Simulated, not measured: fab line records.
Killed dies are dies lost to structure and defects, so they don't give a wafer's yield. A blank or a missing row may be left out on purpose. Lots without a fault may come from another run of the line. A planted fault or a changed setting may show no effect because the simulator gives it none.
What tool caused it? -- flow n5-finfet -- 9 lots with 27 wafers sampled at 5 steps, on a route of 1938 steps

## WHAT EACH GAUGE READ, for each wafer
N5_HKMG_FIN_CD_MEAS_49: the cd target is 202 nm.
lot,measured,on,cd-nm (nm)
L878,day 4 17:00,cd-sem-03,202.7 201.8 202.1
L883,day 6 03:35,cd-sem-03,202.4 201.7 201.6
L889,day 7 13:37,cd-sem-03,201.9 201.5 202.1
L890,day 7 21:20,cd-sem-03,202.9 202.9 202.5
L891,day 8 00:46,cd-sem-02,201.6 201.7 201.9
L893,day 8 11:34,cd-sem-02,202.0 202.2 203.1
L896,day 9 06:59,cd-sem-01,202.7 202.2 202.0
L897,day 9 16:14,cd-sem-02,202.0 202.3 202.1
L898,day 9 22:55,cd-sem-02,202.0 202.2 201.1

N5_BEOL_M4_RC_MEAS_101.
lot,measured,on,DIBL_N (mV/V),DIBL_P (mV/V),EOT_N,EOT_P,IGATE_N (nA/um),IGATE_P (nA/um),IOFF_N (nA/um),IOFF_P (nA/um),IOFF_P_85C (nA/um),IOFF_P_LIN (nA/um),IOFF_P_LONG (nA/um),ION_N (uA/um),ION_P (uA/um),RC_DENSE_N (ohm.um),RC_N (ohm.um),RS_SD_N (ohm/sq),RS_SD_P (ohm/sq),SS_N (mV/dec),SS_P (mV/dec),VT_N (mV),VT_N_LVT (mV),VT_P (mV),VT_P_LONG (mV),VT_P_LVT (mV)
L878,day 8 14:11,prober-02,35.7 34.9 34.4,34.7 33.4 33.8,10.48 10.49 10.49,10.45 10.35 10.34,0.0136 0.0139 0.0132,0.0041 0.0042 0.0040,0.146 0.125 0.125,0.190 0.172 0.180,3.3 3.1 3.2,0.095 0.089 0.092,0.000102 0.000102 0.000108,672 666 667,463 457 464,18.9 18.3 18.7,15.3 14.9 15.3,28.2 27.5 28.0,66.1 65.4 66.7,71.5 70.9 71.1,72.8 72.9 72.9,252.3 252.6 252.0,101.3 103.1 102.6,-249.1 -253.1 -251.7,-275.7 -275.0 -274.1,-99.4 -100.8 -98.6
L883,day 9 14:19,prober-02,36.9 37.7 36.9,34.3 35.4 34.6,10.52 10.66 10.49,10.45 10.55 10.46,0.0125 0.0109 0.0114,0.0036 0.0032 0.0033,0.153 0.170 0.166,0.203 0.221 0.202,3.6 3.9 3.6,0.101 0.107 0.099,0.000107 0.000103 0.000103,670 667 674,467 462 459,19.0 19.0 19.1,15.5 15.6 15.4,29.2 29.0 28.8,64.6 65.4 65.0,71.5 71.7 71.5,73.2 72.8 72.8,249.4 247.7 250.3,98.4 97.8 96.6,-248.5 -248.0 -252.3,-274.0 -273.5 -275.4,-97.2 -96.3 -97.6
L889,day 11 15:14,prober-02,33.7 34.3 33.3,33.8 34.9 34.2,10.13 10.17 10.21,10.14 10.13 10.18,0.0320 0.0295 0.0286,0.0095 0.0089 0.0086,0.124 0.133 0.121,27.191 28.641 27.710,213.1 223.7 218.4,12.831 13.266 13.052,0.012766 0.012587 0.012723,653 661 658,636 635 634,16.8 17.4 17.2,13.8 14.2 14.0,24.5 24.7 24.9,64.0 63.7 64.0,72.1 71.9 71.0,74.5 75.1 74.5,253.6 255.6 255.8,253.5 254.7 251.6,-115.1 -114.7 -114.7,-138.1 -139.5 -138.3,-112.9 -112.1 -110.9
L890,day 11 09:02,prober-02,32.3 33.1 31.2,33.2 33.9 31.5,10.07 10.22 10.05,10.12 10.14 10.16,0.0306 0.0270 0.0300,0.0090 0.0080 0.0088,0.114 0.120 0.100,29.199 30.000 25.617,228.1 233.8 202.0,14.164 14.219 12.840,0.01472 0.014724 0.014598,663 659 652,648 641 633,17.0 16.9 16.7,13.8 13.6 13.8,25.4 25.4 25.2,63.6 62.8 63.7,72.0 72.0 71.0,73.5 74.3 73.5,254.1 256.4 257.8,253.9 253.0 256.8,-112.0 -111.9 -113.9,-134.4 -134.3 -133.6,-108.5 -108.9 -110.7
L891,day 11 16:43,prober-01,34.2 35.4 35.4,33.3 35.1 34.7,10.21 10.19 10.10,10.00 10.04 10.10,0.0320 0.0278 0.0287,0.0095 0.0083 0.0085,0.114 0.140 0.134,29.519 34.470 33.152,235.8 268.5 258.3,14.210 15.655 15.243,0.014909 0.014769 0.014802,660 663 661,642 633 648,16.2 16.4 16.4,13.2 13.3 13.3,25.7 25.0 25.4,64.3 63.3 63.0,70.6 71.6 71.6,73.4 74.0 74.3,256.2 254.5 252.5,252.8 248.9 248.8,-110.3 -108.3 -110.6,-133.1 -133.7 -134.0,-108.9 -106.1 -106.3
L893,day 12 11:00,prober-02,38.6 36.7 37.9,37.3 34.8 36.1,10.55 10.61 10.42,10.53 10.50 10.44,0.0109 0.0113 0.0143,0.0032 0.0033 0.0042,0.201 0.159 0.188,0.248 0.206 0.235,4.2 3.7 4.1,0.112 0.099 0.109,0.000106 0.000104 0.000106,679 669 688,465 455 474,19.2 19.6 19.7,15.5 16.0 16.2,28.2 28.8 28.7,66.3 65.6 64.7,72.6 71.6 71.8,73.9 73.2 73.5,247.0 250.7 248.7,97.3 101.7 97.0,-248.7 -250.7 -246.2,-274.0 -275.6 -276.5,-98.1 -99.7 -98.1
L896,day 12 20:45,prober-02,34.3 35.8 36.0,35.7 36.9 37.6,10.48 10.51 10.61,10.35 10.38 10.42,0.0125 0.0135 0.0131,0.0039 0.0042 0.0041,0.117 0.135 0.138,0.192 0.214 0.222,3.5 3.8 3.9,0.094 0.103 0.105,0.000113 0.000112 0.000113,663 666 673,461 463 467,19.6 19.1 19.1,16.0 15.7 15.5,28.0 28.3 28.3,66.2 67.9 66.6,71.9 71.0 71.6,72.9 73.7 73.1,254.1 254.6 254.9,103.9 102.7 103.6,-252.3 -249.9 -250.0,-274.2 -275.0 -273.3,-101.2 -99.5 -98.6
L897,day 13 06:17,prober-01,35.6 36.1 36.0,36.5 37.8 37.2,10.56 10.58 10.49,10.39 10.38 10.37,0.0123 0.0133 0.0134,0.0037 0.0040 0.0040,0.161 0.182 0.166,0.215 0.238 0.222,3.7 4.0 3.8,0.105 0.112 0.107,0.000109 0.000108 0.000109,666 681 677,461 461 462,18.5 19.1 18.9,15.2 15.4 15.4,28.7 28.7 28.2,65.3 66.2 66.1,71.9 71.8 72.7,73.0 73.9 73.7,249.0 246.7 248.1,101.0 99.6 100.4,-250.2 -247.1 -251.9,-273.5 -275.1 -275.2,-101.2 -100.0 -100.4
L898,day 13 22:22,prober-01,37.1 36.0 35.0,36.4 35.6 34.3,10.43 10.46 10.48,10.48 10.38 10.42,0.0158 0.0162 0.0173,0.0048 0.0049 0.0053,0.166 0.143 0.132,0.217 0.202 0.178,3.9 3.6 3.3,0.105 0.100 0.091,0.000107 0.000109 0.000108,679 674 662,465 463 457,19.1 19.1 19.1,15.6 15.6 15.6,28.2 28.1 27.9,65.5 65.0 65.0,71.8 71.9 71.6,73.3 73.1 73.4,250.1 250.6 251.1,99.1 101.8 101.7,-246.2 -248.4 -248.6,-276.3 -276.0 -274.2,-99.3 -100.4 -101.9

## WHICH TOOL RAN EACH LOT (tool, then ch and the chambers of the sampled wafers, then the start)
lot,N5_HKMG_FIN_HK_ANNEAL_02,N5_HKMG_FIN_STRIP_60,N5_HKMG_FIN_RTA_80
L878,"rtp-anneal-01 ch 0, day 4 16:24","plasma-asher-01 ch 0,1, day 4 19:14","rtp-anneal-01 ch 0, day 4 20:14"
L883,"rtp-anneal-01 ch 0, day 6 02:49","plasma-asher-01 ch 1, day 6 04:38","rtp-anneal-02 ch 0, day 6 05:45"
L889,"rtp-anneal-02 ch 0, day 7 12:52","plasma-asher-02 ch 0,1, day 7 15:06","rtp-anneal-02, day 7 16:05"
L890,"rtp-anneal-01 ch 0, day 7 20:35","plasma-asher-01 ch 0,1, day 7 22:18","rtp-anneal-01, day 7 23:17"
L891,"rtp-anneal-02 ch 0, day 8 00:02","plasma-asher-01 ch 0,1, day 8 02:13","rtp-anneal-01, day 8 03:14"
L893,"rtp-anneal-01 ch 0, day 8 10:49","plasma-asher-02 ch 0,1, day 8 12:39","rtp-anneal-02 ch 0, day 8 13:34"
L896,"rtp-anneal-01 ch 0, day 9 06:22","plasma-asher-01 ch 0, day 9 08:10","rtp-anneal-01 ch 0, day 9 09:14"
L897,"rtp-anneal-01 ch 0, day 9 15:36","plasma-asher-01 ch 0,1, day 9 17:12","rtp-anneal-01 ch 0, day 9 18:11"
L898,"rtp-anneal-01 ch 0, day 9 22:11","plasma-asher-01 ch 0,1, day 9 23:53","rtp-anneal-02 ch 0, day 10 00:53"
- N5_HKMG_FIN_HK_ANNEAL_02: time 30 s.
- N5_HKMG_FIN_STRIP_60: strips in N2/H2, time 360 s.
- N5_HKMG_FIN_RTA_80: time 2 s.

## AS READ BY THE TOOLS THEMSELVES (means over the sampled wafers that have a number; for cases with no such wafer, the mark the record gives instead)
N5_HKMG_FIN_HK_ANNEAL_02.
lot,tool,lamp-power-pct (%),lamp_zone_3_pct (%),wafer_temp_C_max
L878,rtp-anneal-01,8.74,8.796,703.4
L883,rtp-anneal-01,8.70,8.798,702.2
L889,rtp-anneal-02,8.80,8.806,702.7
L890,rtp-anneal-01,8.82,8.802,702.2
L891,rtp-anneal-02,8.78,8.801,703.0
L893,rtp-anneal-01,8.80,8.799,702.9
L896,rtp-anneal-01,8.86,8.791,702.8
L897,rtp-anneal-01,8.73,8.802,703.0
L898,rtp-anneal-01,8.76,8.787,702.5

N5_HKMG_FIN_STRIP_60.
lot,tool,drypump-motor-current-A (A),heater-power-w (W)
L878,plasma-asher-01,5.8,434
L883,plasma-asher-01,5.9,398
L889,plasma-asher-02,6.4,461
L890,plasma-asher-01,5.8,426
L891,plasma-asher-01,5.8,431
L893,plasma-asher-02,6.4,459
L896,plasma-asher-01,5.7,439
L897,plasma-asher-01,5.8,412
L898,plasma-asher-01,5.8,426

## THE ANSWER, worked out from the rows above alone
Rule: the lots themselves supply what counts as usual. Put in order of their means at a reading, lots are off if they are a third of the lots or fewer, leave a main group of 4 or more, and stand apart from it by a gap of 3 or more times the standard deviation of the main group's means; of several such gaps the widest counts. The tables above print the reading to a certain number of digits; a main group whose means all agree to those digits is not used. Also off: a lot with no number at a reading for which 4 or more lots have one. Where the step has rows for the other lots, those lots are counted as sound. After the gauges, taken in route order, come the tools' own readings; for these a lot's mean is taken, as printed above. At the first step where some lot is off, the reading lying furthest off is the one used; lots without a number count as furthest.
Off: L889, L890, L891, at N5_BEOL_M4_RC_MEAS_101 (IOFF_P_LONG). The main group: mean 0.000107 nA/um, standard deviation 3e-06.
If a tool, at a process step before that reading, ran all the lots that are off and no sound lot after the first of them, it fits. Gauges at N5_BEOL_M4_RC_MEAS_101: tried the same way as those tools. None of those tried fits.

## WHAT WAS PUT IN BY THE SIMULATOR
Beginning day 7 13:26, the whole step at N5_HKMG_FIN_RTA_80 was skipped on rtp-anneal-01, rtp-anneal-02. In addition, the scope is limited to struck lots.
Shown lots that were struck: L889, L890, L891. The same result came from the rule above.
